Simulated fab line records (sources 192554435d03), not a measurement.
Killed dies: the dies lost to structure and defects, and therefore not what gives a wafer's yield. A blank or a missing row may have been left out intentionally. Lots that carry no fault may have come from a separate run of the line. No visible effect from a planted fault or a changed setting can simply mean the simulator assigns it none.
fab line records	flow n5-finfet	part 1 of 2: steps 1 to 20 of 27
record lots=5	wafers=15	last-day=19
route steps=1938 shown BEOL_M1@752
lots untouched by any fault: they come from a run of this same line in which no faults occurred
start-h: the number of hours between the record's first day and the start of the first shown wafer of the lot	wait-h: hours from the lot's prior step to this one	" unchanged from the row above	L1.1+2: a single row standing in for several wafers	- either no value or no given start	* or withheld: withheld	< > ~ a bound
route shown NAME@n: NAME is a module with steps in the file, n the number in the route of the first one	usual: the fault-free wafers' mean and standard deviation	same: alike in all rows	chamber/n: place in a boat	sites: each site's reading	_std_site: how widely they spread, as a standard deviation	_edge_site: outer sites' mean less inner sites'	radius-mm: for every site, how far away it sits from the centre of the wafer	mask NAME#n: copy n	behind: the most recent tool/chamber to have shaped the wafer	hold: why the lot was held/for how many hours/how that ended	device: names the non-switching transistor (n, p or np)	end of line: tests run on the same wafers once the route is complete	a step given without rows: its recipe and nothing more	killed: dies lost to structure and defects at the first sort, not the wafer's yield	map: per-die view of a wafer (x killed, . not killed, _ where there is no die)
set.NAME: the setting the step ran with; set.NAME@STEP: the setting that earlier step ran with	model.NAME: the simulator's own value behind a step, which no gauge read
a table for each step, a row for each wafer; lots at some steps of the route
services: from which hour (start-h, from the record's first day; less than 0 if before it) a tool's chamber was out of use, for how many hours, and why
## steps
# step N5_BEOL_M1_THK_MEAS_01
# recipe reads=SiOC_of_BEOL_M1_ILD_DEP_00
# usual M1_ILD_THK=78.6/0.92
lot.wafer	tool	chamber	start-h	wait-h	M1_ILD_THK[nm]
L075.1	film-metro-02	-	129.11	0.0	78.0
L075.4	"	-	"	"	79.5
L075.5	"	-	"	"	80.1
L076.3	film-metro-02	-	137.79	0.1	77.0
L076.5	"	-	"	"	77.6
L076.6	"	-	"	"	78.7
L082.1	film-metro-02	-	170.22	0.0	79.0
L082.4	"	-	"	"	79.2
L082.6	"	-	"	"	79.7
L086.1	film-metro-01	-	196.74	0.0	76.2
L086.5	"	-	"	"	78.3
L086.6	"	-	"	"	79.4
L097.3	film-metro-01	-	272.18	0.1	78.0
L097.4	"	-	"	"	78.9
L097.6	"	-	"	"	78.6
# step N5_BEOL_M1_PECVD_72
# recipe material=SiO2	target-thk-a=160	temp-c=400	precursor=TEOS/O2	pressure-torr=5.5	rf-w=450	teos-flow-sccm=53.8	gas=O2	flow-sccm=3000	time-s=18
# usual heater-power-w=731/75	showerhead-plenum-p-Torr=8.82/0.059	throttle-valve-pct=22.7/1.5
lot.wafer	tool	chamber	start-h	wait-h	heater-power-w	showerhead-plenum-p-Torr	since-wet-clean-h	throttle-valve-pct
L075.1	pecvd-02	0	129.15	0.0	641	8.71	1196	23.5
L075.4	"	2	"	"	831	8.84	-	21.1
L075.5	"	0	"	"	676	8.70	-	23.5
L076.3	pecvd-01	1	137.82	0.0	880	8.90	1385	24.6
L076.5	"	1	"	"	867	8.90	-	24.6
L076.6	"	0	"	"	779	8.82	-	20.8
L082.1	pecvd-02	2	170.26	0.0	802	8.81	463	21.4
L082.4	"	2	"	"	788	8.82	-	21.6
L082.6	"	0	"	"	756	8.69	-	23.7
L086.1	pecvd-02	2	196.78	0.0	883	8.85	489	21.4
L086.5	"	0	"	"	751	8.71	-	23.0
L086.6	"	1	"	"	658	8.87	-	24.4
L097.3	pecvd-01	1	272.22	0.0	903	8.87	1520	24.6
L097.4	"	1	"	"	872	8.89	-	24.7
L097.6	"	0	"	"	775	8.83	-	21.4
# step N5_BEOL_M1_HM_DEP_02
# recipe material=TiN	target-thk-a=200	temp-c=25	chamber-pressure-pa=0.49996
# usual throttle-valve-pct=30.0/1.2
lot.wafer	tool	chamber	start-h	wait-h	throttle-valve-pct
L075.1	pvd-sputter-03	-	132.37	3.2	32.4
L075.4	"	-	"	"	28.9
L075.5	"	-	"	"	31.1
L076.3	pvd-sputter-02	-	138.18	0.3	30.3
L076.5	"	-	"	"	28.6
L076.6	"	-	"	"	30.4
L082.1	pvd-sputter-01	-	174.52	4.2	28.4
L082.4	"	-	"	"	30.0
L082.6	"	-	"	"	30.4
L086.1	pvd-sputter-03	-	197.56	0.8	28.8
L086.5	"	-	"	"	30.8
L086.6	"	-	"	"	32.3
L097.3	pvd-sputter-03	-	273.51	1.3	29.0
L097.4	"	-	"	"	32.1
L097.6	"	-	"	"	29.5
# step N5_BEOL_M1_COAT_61
# recipe resist=SOC	temp-c=250	time-s=60	spin-rpm=1500	resist-thk-nm=60
# usual dispense-pressure-kPa=51/4.7	heater-power-total-W=500.4/1.9	spin-speed-rpm=1500.1/1.1
lot.wafer	tool	chamber	start-h	wait-h	dispense-pressure-kPa	heater-power-total-W	spin-speed-rpm
L075.1	litho-track-01	0	132.50	0.1	44	498.4	1499.7
L075.4	"	0	"	"	44	501.1	1501.0
L075.5	"	0	"	"	44	497.4	1499.3
L076.3	litho-track-05	0	138.31	0.1	56	497.5	1498.7
L076.5	"	0	"	"	56	502.1	1500.2
L076.6	"	0	"	"	56	500.7	1501.0
L082.1	litho-track-01	0	174.65	0.1	44	502.8	1499.7
L082.4	"	0	"	"	44	501.3	1500.8
L082.6	"	0	"	"	44	501.7	1500.3
L086.1	litho-track-01	0	197.69	0.1	44	499.2	1499.6
L086.5	"	0	"	"	44	498.6	1500.4
L086.6	"	0	"	"	44	497.5	1500.6
L097.3	litho-track-01	0	273.63	0.1	44	499.0	1500.7
L097.4	"	0	"	"	44	501.0	1499.8
L097.6	"	0	"	"	44	501.4	1500.9
# step N5_BEOL_M1_COAT_62
# recipe resist=SiARC	temp-c=220	time-s=60	spin-rpm=1500	resist-thk-nm=12
# usual dispense-pressure-kPa=51/4.8	heater-power-total-W=427.5/2.2	spin-speed-rpm=1500.1/1.1
lot.wafer	tool	chamber	start-h	wait-h	dispense-pressure-kPa	heater-power-total-W	spin-speed-rpm
L075.1	litho-track-01	0	-	-	44	425.7	1500.5
L075.4	"	0	"	"	44	430.7	1499.4
L075.5	"	0	"	"	44	426.9	1498.7
L076.3	litho-track-05	0	-	-	56	426.8	1499.9
L076.5	"	0	"	"	56	430.9	1500.1
L076.6	"	0	"	"	56	430.7	1499.8
L082.1	litho-track-01	0	-	-	44	430.5	1499.0
L082.4	"	0	"	"	44	428.0	1498.7
L082.6	"	0	"	"	44	426.4	1499.9
L086.1	litho-track-01	0	-	-	44	429.1	1502.2
L086.5	"	0	"	"	44	425.1	1499.0
L086.6	"	0	"	"	44	429.0	1499.6
L097.3	litho-track-01	0	-	-	44	426.3	1497.4
L097.4	"	0	"	"	44	428.8	1500.0
L097.6	"	0	"	"	44	430.1	1499.9
# step N5_BEOL_M1_COAT_73
# recipe resist=underlayer	temp-c=205	time-s=60	spin-rpm=1500	resist-thk-nm=5
# usual dispense-pressure-kPa=51/4.7	heater-power-total-W=391.8/1.3	spin-speed-rpm=1499.9/0.92
lot.wafer	tool	chamber	start-h	wait-h	dispense-pressure-kPa	heater-power-total-W	spin-speed-rpm
L075.1	litho-track-01	0	-	-	44	389.7	1501.7
L075.4	"	0	"	"	44	392.8	1499.5
L075.5	"	0	"	"	44	389.4	1500.7
L076.3	litho-track-05	0	-	-	56	390.9	1500.7
L076.5	"	0	"	"	56	392.8	1500.2
L076.6	"	0	"	"	56	393.5	1500.4
L082.1	litho-track-01	0	-	-	44	392.9	1499.1
L082.4	"	0	"	"	44	390.6	1500.6
L082.6	"	0	"	"	44	393.3	1500.9
L086.1	litho-track-01	0	-	-	44	389.9	1498.8
L086.5	"	0	"	"	44	393.1	1499.6
L086.6	"	0	"	"	44	392.7	1498.6
L097.3	litho-track-01	0	-	-	44	392.6	1497.7
L097.4	"	0	"	"	44	390.8	1499.4
L097.6	"	0	"	"	44	392.0	1499.4
# step N5_BEOL_M1_COAT_05
# recipe resist=CAR-EUV	spin-rpm=1500	resist-thk-nm=30
# usual dispense-pressure-kPa=51/4.7	spin-speed-rpm=1499.9/1
lot.wafer	tool	chamber	start-h	wait-h	dispense-pressure-kPa	spin-speed-rpm
L075.1	litho-track-01	0	-	-	44	1501.2
L075.4	"	0	"	"	44	1501.3
L075.5	"	0	"	"	44	1501.6
L076.3	litho-track-05	0	-	-	56	1500.3
L076.5	"	0	"	"	56	1499.8
L076.6	"	0	"	"	56	1500.4
L082.1	litho-track-01	0	-	-	44	1500.0
L082.4	"	0	"	"	44	1500.2
L082.6	"	0	"	"	44	1500.6
L086.1	litho-track-01	0	-	-	44	1499.0
L086.5	"	0	"	"	44	1501.4
L086.6	"	0	"	"	44	1498.5
L097.3	litho-track-01	0	-	-	44	1500.7
L097.4	"	0	"	"	44	1501.7
L097.6	"	0	"	"	44	1499.6
# step N5_BEOL_M1_EBR_07
# recipe solvent=PGMEA	ebr-width-mm=1.5
lot.wafer	tool	chamber	start-h	wait-h
L075.1+4+5	litho-track-01	0	-	-
L076.3+5+6	litho-track-05	0	-	-
L082.1+4+6	litho-track-01	0	-	-
L086.1+5+6	litho-track-01	0	-	-
L097.3+4+6	litho-track-01	0	-	-
# step N5_BEOL_M1_SOFTBAKE_06
# recipe temp-c=110	time-s=60	resist=CAR-EUV
# usual heater-power-total-W=175.4/1.6
lot.wafer	tool	chamber	start-h	wait-h	heater-power-total-W
L075.1	litho-track-01	0	-	-	176.4
L075.4	"	0	"	"	175.5
L075.5	"	0	"	"	176.0
L076.3	litho-track-05	0	-	-	177.5
L076.5	"	0	"	"	174.7
L076.6	"	0	"	"	176.8
L082.1	litho-track-01	0	-	-	173.8
L082.4	"	0	"	"	174.4
L082.6	"	0	"	"	176.9
L086.1	litho-track-01	0	-	-	176.6
L086.5	"	0	"	"	176.2
L086.6	"	0	"	"	173.5
L097.3	litho-track-01	0	-	-	176.6
L097.4	"	0	"	"	177.5
L097.6	"	0	"	"	176.0
# step N5_BEOL_M1_EXPOSE_08
# recipe mask-id=M1	na=0.33	source-shape=dipole	sigma-inner=0.369	sigma-outer=0.767	polarization=unpolarized	dose-mj=33
# usual focus-offset-nm=0.0/0.46
lot.wafer	tool	chamber	start-h	wait-h	mask	focus-offset-nm
L075.1	euv-scanner-02	0	132.64	-	M1#0	-0.6
L075.4	"	0	"	"	M1#0	0.3
L075.5	"	0	"	"	M1#0	0.1
L076.3	euv-scanner-01	0	138.58	-	M1#0	0.2
L076.5	"	0	"	"	M1#0	0.5
L076.6	"	0	"	"	M1#0	0.7
L082.1	euv-scanner-02	0	174.91	-	M1#0	0.7
L082.4	"	0	"	"	M1#0	0.8
L082.6	"	0	"	"	M1#0	0.1
L086.1	euv-scanner-01	0	197.95	-	M1#0	0.6
L086.5	"	0	"	"	M1#0	0.1
L086.6	"	0	"	"	M1#0	0.6
L097.3	euv-scanner-02	0	273.91	-	M1#0	0.1
L097.4	"	0	"	"	M1#0	0.3
L097.6	"	0	"	"	M1#0	0.4
# step N5_BEOL_M1_PEB_09
# recipe peb-temp-c=100	peb-time-s=60	resist=CAR-EUV
# usual heater-power-total-W=154.0/1.1
lot.wafer	tool	chamber	start-h	wait-h	heater-power-total-W
L075.1	litho-track-05	0	132.69	0.1	154.7
L075.4	"	0	"	"	152.5
L075.5	"	0	"	"	152.5
L076.3	litho-track-01	0	138.63	0.0	152.6
L076.5	"	0	"	"	154.6
L076.6	"	0	"	"	152.8
L082.1	litho-track-05	0	174.97	0.1	152.3
L082.4	"	0	"	"	154.0
L082.6	"	0	"	"	154.9
L086.1	litho-track-01	0	198.01	0.1	152.3
L086.5	"	0	"	"	154.6
L086.6	"	0	"	"	154.4
L097.3	litho-track-05	0	273.95	0.0	154.8
L097.4	"	0	"	"	155.4
L097.6	"	0	"	"	154.6
# step N5_BEOL_M1_DEVELOP_10
# recipe develop-time-s=30	developer=TMAH	resist=CAR-EUV	rinse-liquid=surfactant-rinse	dry=air-spin	dev-temp-c=23
lot.wafer	tool	chamber	start-h	wait-h
L075.1+4+5	litho-track-05	0	-	-
L076.3+5+6	litho-track-01	0	-	-
L082.1+4+6	litho-track-05	0	-	-
L086.1+5+6	litho-track-01	0	-	-
L097.3+4+6	litho-track-05	0	-	-
# step N5_BEOL_M1_CD_MEAS_11
# recipe target-cd-nm=17.05	landing-energy-ev=500	detector=se-inlens	polarity=opening
# usual cd-nm=17.07/0.22
lot.wafer	tool	chamber	start-h	wait-h	cd-nm
L075.1	cd-sem-01	0	132.76	-	17.06
L075.4	"	0	"	"	17.39
L075.5	"	0	"	"	17.45
L076.3	cd-sem-03	0	138.70	-	17.10
L076.5	"	0	"	"	16.90
L076.6	"	0	"	"	17.08
L082.1	cd-sem-01	0	175.03	-	17.11
L082.4	"	0	"	"	16.91
L082.6	"	0	"	"	16.75
L086.1	cd-sem-03	0	198.08	-	17.04
L086.5	"	0	"	"	17.03
L086.6	"	0	"	"	17.00
L097.3	cd-sem-03	0	274.02	-	17.12
L097.4	"	0	"	"	16.59
L097.6	"	0	"	"	17.06
# step N5_BEOL_M1_OVL_MEAS_12
# recipe points-per-wafer=522
# usual M1_OVL=-0.3/0.7
lot.wafer	tool	chamber	start-h	wait-h	M1_OVL[nm]
L075.1	overlay-02	0	132.79	0.0	0.1
L075.4	"	0	"	"	-0.9
L075.5	"	0	"	"	-0.1
L076.3	overlay-01	0	138.75	0.0	0.3
L076.5	"	0	"	"	-0.8
L076.6	"	0	"	"	-1.0
L082.1	overlay-01	0	175.06	0.0	0.1
L082.4	"	0	"	"	1.0
L082.6	"	0	"	"	0.1
L086.1	overlay-02	0	198.11	0.0	-0.1
L086.5	"	0	"	"	-0.5
L086.6	"	0	"	"	-0.5
L097.3	overlay-01	0	274.06	0.0	0.6
L097.4	"	0	"	"	-0.1
L097.6	"	0	"	"	0.9
# step N5_BEOL_M1_INSPECT_13
# recipe mode=adi	inspect-instrument=brightfield
# usual raw-defect-count=394/92
lot.wafer	tool	chamber	start-h	wait-h	raw-defect-count
L075.1	defect-inspect-01	-	132.85	0.1	341
L075.4	"	-	"	"	389
L075.5	"	-	"	"	227
L076.3	defect-inspect-01	-	138.80	0.0	398
L076.5	"	-	"	"	320
L076.6	"	-	"	"	395
L082.1	defect-inspect-02	-	175.13	0.1	357
L082.4	"	-	"	"	308
L082.6	"	-	"	"	281
L086.1	defect-inspect-02	-	198.17	0.1	306
L086.5	"	-	"	"	219
L086.6	"	-	"	"	268
L097.3	defect-inspect-02	-	274.11	0.0	422
L097.4	"	-	"	"	387
L097.6	"	-	"	"	393
# step N5_BEOL_M1_DESCUM_16
# recipe chemistry=O2	time-s=7	source-power-w=50	bias-power-w=20	pressure-mtorr=20	rf-frequency-hz=2.712e+07	temp-c=40	resist=CAR-EUV	o2-flow-sccm=225
# usual drypump-motor-current-A=5.6/0.49	oes-product-au=0.81/0.1	rf-vpp-V=243.2/1.3	showerhead-plenum-p-Torr=2.10/0.077	throttle-valve-pct=20.44/0.21
lot.wafer	tool	chamber	start-h	wait-h	drypump-motor-current-A	oes-product-au	rf-hours-counter-h	rf-vpp-V	showerhead-plenum-p-Torr	throttle-valve-pct
L075.1	rie-diel-02	3	132.89	0.0	5.8	0.80	77	242.6	2.03	20.72
L075.4	"	1	"	"	6.4	0.93	11	243.7	2.14	20.16
L075.5	"	1	"	"	6.3	0.93	-	243.5	2.14	20.15
L076.3	rie-diel-06	0	138.83	0.0	5.2	0.99	1	242.9	2.06	20.24
L076.5	"	0	"	"	5.2	0.99	-	243.2	2.06	20.23
L076.6	"	1	"	"	5.6	0.71	-	244.9	2.17	20.85
L082.1	rie-diel-06	1	175.17	0.0	5.6	0.72	212	242.9	2.17	20.87
L082.4	"	3	"	"	5.4	0.69	202	242.9	2.06	20.61
L082.6	"	2	"	"	6.4	0.75	-	243.1	2.01	20.29
L086.1	rie-diel-02	0	198.20	0.0	5.6	0.91	22	243.1	2.06	20.37
L086.5	"	0	"	"	5.6	0.91	-	241.6	2.06	20.38
L086.6	"	1	"	"	6.4	0.90	-	243.4	2.13	20.18
L097.3	rie-diel-06	1	274.14	0.0	5.6	0.69	235	244.4	2.16	20.89
L097.4	"	0	"	"	5.2	0.89	34	242.4	2.05	20.29
L097.6	"	3	"	"	5.4	0.68	-	242.4	2.06	20.66
# step N5_BEOL_M1_ETCH_74
# recipe chemistry=N2/H2	target=underlayer	target-depth-a=65	mask-material=CAR-EUV	time-s=5.2	ion-energy-ev=200	pressure-mtorr=30	source-w=840	bias-w=150	n2-flow-sccm=200	h2-flow-sccm=200	ends=cleared
# usual bias-w=150.0/0.43	drypump-motor-current-A=5.6/0.48	etch-rf-on-time-s=5.17/0.08	oes-product-au=0.69/0.086	rf-vpp-V=524.1/2.8	showerhead-plenum-p-Torr=2.55/0.093	throttle-valve-pct=17.83/0.26
lot.wafer	tool	chamber	start-h	wait-h	bias-w	drypump-motor-current-A	etch-rf-on-time-s	oes-product-au	rf-hours-counter-h	rf-vpp-V	showerhead-plenum-p-Torr	throttle-valve-pct
L075.1	rie-diel-02	3	132.93	0.0	149.8	5.8	5.11	0.69	77	520.8	2.47	18.16
L075.4	"	1	"	"	151.0	6.4	5.23	0.79	11	529.5	2.60	17.63
L075.5	"	1	"	"	150.1	6.4	5.26	0.79	-	526.4	2.60	17.63
L076.3	rie-diel-06	0	138.86	0.0	149.4	5.2	5.13	0.86	1	520.6	2.50	17.58
L076.5	"	0	"	"	149.7	5.2	5.15	0.87	-	523.3	2.50	17.56
L076.6	"	1	"	"	150.7	5.6	5.23	0.60	-	524.8	2.63	18.25
L082.1	rie-diel-06	1	175.20	0.0	150.3	5.6	5.14	0.61	212	527.5	2.63	18.27
L082.4	"	3	"	"	150.2	5.5	5.13	0.60	202	522.7	2.53	18.14
L082.6	"	2	"	"	149.8	6.4	5.10	0.65	-	520.8	2.43	17.60
L086.1	rie-diel-02	0	198.24	0.0	149.9	5.7	5.08	0.79	22	520.9	2.49	17.67
L086.5	"	0	"	"	150.0	5.6	5.05	0.80	-	524.2	2.49	17.64
L086.6	"	1	"	"	150.0	6.3	5.30	0.76	-	526.2	2.59	17.66
L097.3	rie-diel-06	1	274.18	0.0	150.1	5.6	5.15	0.59	235	526.4	2.62	18.30
L097.4	"	0	"	"	149.0	5.2	5.12	0.76	34	523.7	2.48	17.61
L097.6	"	3	"	"	149.5	5.5	5.19	0.58	-	523.3	2.52	18.15
# step N5_BEOL_M1_ETCH_63
# recipe chemistry=CF4	target=SiARC	target-depth-a=156	mask-material=CAR-EUV	time-s=26	ion-energy-ev=80	pressure-mtorr=40	source-w=545	bias-w=36	Ar_flow_sccm=100	cf4-flow-sccm=100	ends=cleared
# usual bias-w=36.01/0.1	drypump-motor-current-A=5.6/0.49	etch-rf-on-time-s=25.9/0.4	oes-product-au=0.69/0.085	rf-vpp-V=184.3/1.2	showerhead-plenum-p-Torr=2.15/0.072	throttle-valve-pct=15.60/0.25
lot.wafer	tool	chamber	start-h	wait-h	bias-w	drypump-motor-current-A	etch-rf-on-time-s	oes-product-au	rf-hours-counter-h	rf-vpp-V	showerhead-plenum-p-Torr	throttle-valve-pct
L075.1	rie-diel-02	3	132.94	0.0	35.95	5.8	25.3	0.69	77	183.4	2.09	15.89
L075.4	"	1	"	"	35.92	6.3	26.1	0.79	11	184.3	2.19	15.29
L075.5	"	1	"	"	36.21	6.3	26.1	0.80	-	184.2	2.19	15.28
L076.3	rie-diel-06	0	138.88	0.0	35.92	5.2	25.7	0.85	1	184.8	2.11	15.35
L076.5	"	0	"	"	36.06	5.2	25.8	0.84	-	184.6	2.11	15.34
L076.6	"	1	"	"	35.91	5.6	26.1	0.60	-	186.7	2.21	16.00
L082.1	rie-diel-06	1	175.22	0.0	36.13	5.6	26.1	0.60	212	184.9	2.21	16.02
L082.4	"	3	"	"	36.08	5.4	26.2	0.59	202	183.6	2.13	15.91
L082.6	"	2	"	"	35.93	6.5	25.7	0.64	-	182.1	2.06	15.45
L086.1	rie-diel-02	0	198.25	0.0	36.17	5.6	25.6	0.79	22	184.0	2.10	15.40
L086.5	"	0	"	"	35.94	5.6	25.5	0.79	-	185.6	2.10	15.39
L086.6	"	1	"	"	36.11	6.3	25.8	0.77	-	185.2	2.19	15.33
L097.3	rie-diel-06	1	274.19	0.0	35.93	5.6	26.0	0.58	235	186.0	2.20	16.08
L097.4	"	0	"	"	35.97	5.2	25.8	0.76	34	184.0	2.10	15.40
L097.6	"	3	"	"	35.96	5.4	26.2	0.59	-	183.5	2.12	15.96
# step N5_BEOL_M1_ETCH_64
# recipe chemistry=N2/H2	target=SOC	target-depth-a=750	overetch-a=150	mask-material=SiARC	temp-c=40	time-s=112.5	ion-energy-ev=200	pressure-mtorr=30	source-w=840	bias-w=150	n2-flow-sccm=200	h2-flow-sccm=200
# usual bias-w=150.0/0.48	drypump-motor-current-A=5.6/0.48	oes-product-au=0.64/0.079	rf-vpp-V=524.3/2.7	showerhead-plenum-p-Torr=2.55/0.093	throttle-valve-pct=17.79/0.26
lot.wafer	tool	chamber	start-h	wait-h	bias-w	drypump-motor-current-A	oes-product-au	rf-hours-counter-h	rf-vpp-V	showerhead-plenum-p-Torr	throttle-valve-pct
L075.1	rie-diel-02	3	132.97	0.0	150.2	5.8	0.64	77	522.5	2.48	18.08
L075.4	"	1	"	"	150.1	6.3	0.73	11	525.8	2.60	17.60
L075.5	"	1	"	"	149.2	6.3	0.74	-	525.4	2.60	17.59
L076.3	rie-diel-06	0	138.91	0.0	150.0	5.2	0.78	1	522.7	2.50	17.53
L076.5	"	0	"	"	149.7	5.2	0.79	-	521.8	2.50	17.52
L076.6	"	1	"	"	150.9	5.6	0.57	-	526.4	2.63	18.20
L082.1	rie-diel-06	1	175.24	0.0	149.5	5.6	0.56	212	527.0	2.63	18.22
L082.4	"	3	"	"	150.1	5.4	0.55	202	523.7	2.53	18.09
L082.6	"	2	"	"	149.2	6.4	0.59	-	521.4	2.43	17.59
L086.1	rie-diel-02	0	198.28	0.0	150.2	5.6	0.72	22	523.5	2.49	17.61
L086.5	"	0	"	"	150.5	5.6	0.72	-	523.1	2.49	17.61
L086.6	"	1	"	"	150.3	6.3	0.71	-	524.6	2.59	17.62
L097.3	rie-diel-06	1	274.22	0.0	149.6	5.6	0.55	235	525.9	2.62	18.26
L097.4	"	0	"	"	149.0	5.2	0.70	34	522.5	2.48	17.57
L097.6	"	3	"	"	150.2	5.4	0.54	-	522.5	2.52	18.10
# step N5_BEOL_M1_STRIP_65
# recipe chemistry=N2/H2	temp-c=40	n2-flow-sccm=200	h2-flow-sccm=200	rf-frequency-hz=6e+07
lot.wafer	tool	chamber	start-h	wait-h
L075.1+4+5	rie-diel-02	3,1,1	133.08	0.1
L076.3+5+6	rie-diel-06	0,0,1	139.02	0.1
L082.1+4+6	rie-diel-06	1,3,2	175.35	0.1
L086.1+5+6	rie-diel-02	0,0,1	198.39	0.1
L097.3+4+6	rie-diel-06	1,0,3	274.33	0.1
